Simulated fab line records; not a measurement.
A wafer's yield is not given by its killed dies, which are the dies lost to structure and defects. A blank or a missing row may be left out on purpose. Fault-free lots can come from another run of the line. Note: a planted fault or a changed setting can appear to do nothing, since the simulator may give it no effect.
Split-lot experiment	flow n5-finfet	21 wafers read across 7 lots, on a route 1938 steps long

## THE SPLIT
At N5_DUMMY_GATE_COAT_34 (time 60 s, resist thk 60 nm), the setting spin-rpm was moved away from the recipe's 1500 rpm on 8 of the 21 wafers read, by -9.8% to +7.1%. For the rest of the wafers, this setting stayed at what the recipe calls for.

## FROM THE SPLIT TO THE READING: what the file shows between them, 10 steps
- N5_DUMMY_GATE_COAT_09: resist thk 30 nm (also split here: spin-rpm)
- N5_DUMMY_GATE_EBR_11
- N5_DUMMY_GATE_SOFTBAKE_10: time 60 s
- N5_DUMMY_GATE_DESCUM_20: chemistry O2, time 6.2 s
- N5_DUMMY_GATE_ETCH_29: etches underlayer in N2/H2, target depth 13 nm
- N5_DUMMY_GATE_ETCH_36: etches SiARC in CF4, target depth 13 nm
- N5_DUMMY_GATE_ETCH_37: etches SOC in N2/H2, target depth 60 nm, overetch 30 nm
- N5_DUMMY_GATE_STRIP_38: strips in N2/H2
- N5_DUMMY_GATE_STRIP_39: strips in N2/H2
- N5_DUMMY_GATE_STRIP_40: strips in CF4

## THE READING
SOC_of_DUMMY_GATE_COAT_34.thk-nm (the simulator's own value, which no gauge read), in nm, at N5_DUMMY_GATE_ETCH_31 (etches SiO2 in C4F6/O2, target depth 82.5 nm, time 27.5 s). No usual value for it is given in the file. Across the 13 wafers here that went through the recipe, the average is 51.8 nm and the standard deviation 0.35 nm.

wafer	tool, chamber at the split	spin-rpm as run, rpm	against the recipe	SOC_of_DUMMY_GATE_COAT_34.thk-nm, nm	against lot-mates on the recipe
L075.1	litho-track-05, 0	1500	recipe	51.6	-
L075.6	litho-track-05, 0	1500	recipe	51.6	-
L075.4	litho-track-05, 0	1500	recipe	51	-
L077.1	litho-track-02, 0	1440	-4.0%	52.4	+0.8
L077.4	litho-track-02, 0	1500	recipe	51.6	-
L077.5	litho-track-02, 0	1440	-4.0%	53	+1.4
L084.2	litho-track-05, 0	1411	-5.9%	53.6	+1.4
L084.4	litho-track-05, 0	1500	recipe	52.2	-
L084.6	litho-track-05, 0	1500	recipe	52.2	-
L090.1	litho-track-02, 0	1500	recipe	52.2	-
L090.5	litho-track-02, 0	1500	recipe	52.2	-
L090.4	litho-track-02, 0	1606	+7.1%	50.2	-2.0
L092.2	litho-track-05, 0	1353	-9.8%	54.6	+3.0
L092.3	litho-track-05, 0	1353	-9.8%	54.8	+3.2
L092.5	litho-track-05, 0	1500	recipe	51.6	-
L095.2	litho-track-02, 0	1500	recipe	52.2	-
L095.3	litho-track-02, 0	1436	-4.3%	53.4	+1.4
L095.6	litho-track-02, 0	1500	recipe	51.8	-
L097.3	litho-track-02, 0	1500	recipe	52	-
L097.4	litho-track-02, 0	1500	recipe	51.8	-
L097.6	litho-track-02, 0	1447	-3.5%	53	+1.1

FIT RESULTS
A straight line over all 21 wafers: SOC_of_DUMMY_GATE_COAT_34.thk-nm changes by -0.278 nm for each +1% of spin-rpm; r = -0.95; the points scatter about the line by 0.34 nm.
The same after taking each lot's own level away (the mean of its wafers on the recipe; 21 wafers): -0.299 nm for each +1%; r = -0.98; scatter 0.2 nm.
According to that fit, moving spin-rpm by its largest amount changes the reading by 2.9 nm.
The lots' own levels span 51.40 to 52.20 nm, that is 2.3 times the standard deviation above.
Hence the lot-to-lot level has little effect on the slope; both slopes agree.
Check: for one of the wafers moved furthest among these (-9.8%), held out of the fit, the line's prediction against its lot-mates is +2.91 nm. It came out at +3 nm against them.

## FURTHER SPLITS ON THESE WAFERS
Note: prior to the reading, these wafers also went through further splits. Each is held against what the fit with the lots' levels taken away leaves over:
other split on the same wafers	wafers away from the commonest value	r with SOC_of_DUMMY_GATE_COAT_34.thk-nm (lot level and that fit taken away)
N5_WELL_APT_PEB_06 peb-time-s	7	-0.15
N5_FIN_SAQP_PECVD_06 time-s	3	+0.23
N5_FIN_SAQP_COAT_49 time-s	5	+0.18
N5_DUMMY_GATE_COAT_09 spin-rpm	9	-0.19

## THE WHOLE CHAIN: every reading that the file lists as answering this split, in the file's order
step	what it does	reading	change (the file's fit)	r (the file's)
N5_DUMMY_GATE_COAT_34	time 60 s, resist thk 60 nm	SOC_of_DUMMY_GATE_COAT_34.thk-nm (the simulator's own value, which no gauge read)	-0.338 nm for each +1% of the setting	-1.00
N5_DUMMY_GATE_ETCH_37	etches SOC in N2/H2, target depth 60 nm, overetch 30 nm	etch.depth-nm (the simulator's own value, which no gauge read)	-0.328 nm for each +1% of the setting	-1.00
N5_DUMMY_GATE_ETCH_31	etches SiO2 in C4F6/O2, target depth 82.5 nm, time 27.5 s	SOC_of_DUMMY_GATE_COAT_34.thk-nm (the simulator's own value, which no gauge read)	-0.294 nm for each +1% of the setting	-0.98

## FILE'S OWN FIT
SOC_of_DUMMY_GATE_COAT_34.thk-nm changes by -0.294 nm for each +1% of spin-rpm, r = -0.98.
